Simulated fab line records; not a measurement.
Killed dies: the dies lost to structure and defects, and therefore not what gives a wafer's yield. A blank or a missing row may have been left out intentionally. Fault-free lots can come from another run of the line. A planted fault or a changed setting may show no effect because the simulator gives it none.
Chamber matching    flow nand harc    NHARC_THIN_TSV_CMP_01 on cmp-01 has 4 sister chambers
The step polishes. 14 wafers are shown with their chamber, then 7 later ones without.

== EACH WAFER AND ITS CHAMBER ==
wafer   chamber  motor current A (A)
L263.1  2        11.2
L263.2  0        13.8
L263.5  3        10.9
L264.1  2        11.1
L264.2  1        12.4
L264.5  3        11.0
L270.2  2        11.1
L270.4  1        12.3
L270.5  0        13.8
L269.2  3        10.7
L269.4  0        13.9
L269.5  2        10.8
L273.1  0        14.1
L273.2  2        11.1

SIGNATURES, as means of the wafers listed above
reading          chamber 0  chamber 1  chamber 2  chamber 3  scatter within a chamber
motor current A  13.900     12.350     11.060     10.867     0.143
Rule: a wafer lies at a distance from a chamber equal to the root of the sum of squares, over the readings, of (its reading less the chamber's mean, divided by the reading's scatter). If the next closest chamber is less than 2 further off than the closest, the wafer can't be placed; otherwise it belongs to the closest. The scatter: the root of (the sum of the squares of (reading less its chamber's mean) over the shown wafers, divided by (wafers less chambers)).

== WAFERS WITHOUT THEIR CHAMBER ==
wafer   motor current A (A)
L273.3  11.6
L278.2  13.0
L278.4  12.6
L278.5  12.0
L281.1  11.9
L281.3  11.6
L281.5  12.8

== CHAMBER TAKEN BY EACH ==
wafer    from the rows above            in truth
L273.3   can't be placed: 2 or 3 or 1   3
L278.2   can't be placed: 1 or 0        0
L278.4   1                              1
L278.5   1                              1
L281.1   1                              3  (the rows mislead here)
L281.3   can't be placed: 2 or 3 or 1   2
L281.5   1                              1
Correctly placed: 3 of 7. Cannot be placed on the basis of these rows: 3; the candidates contain the true chamber in 3. Number placed wrongly: 1.
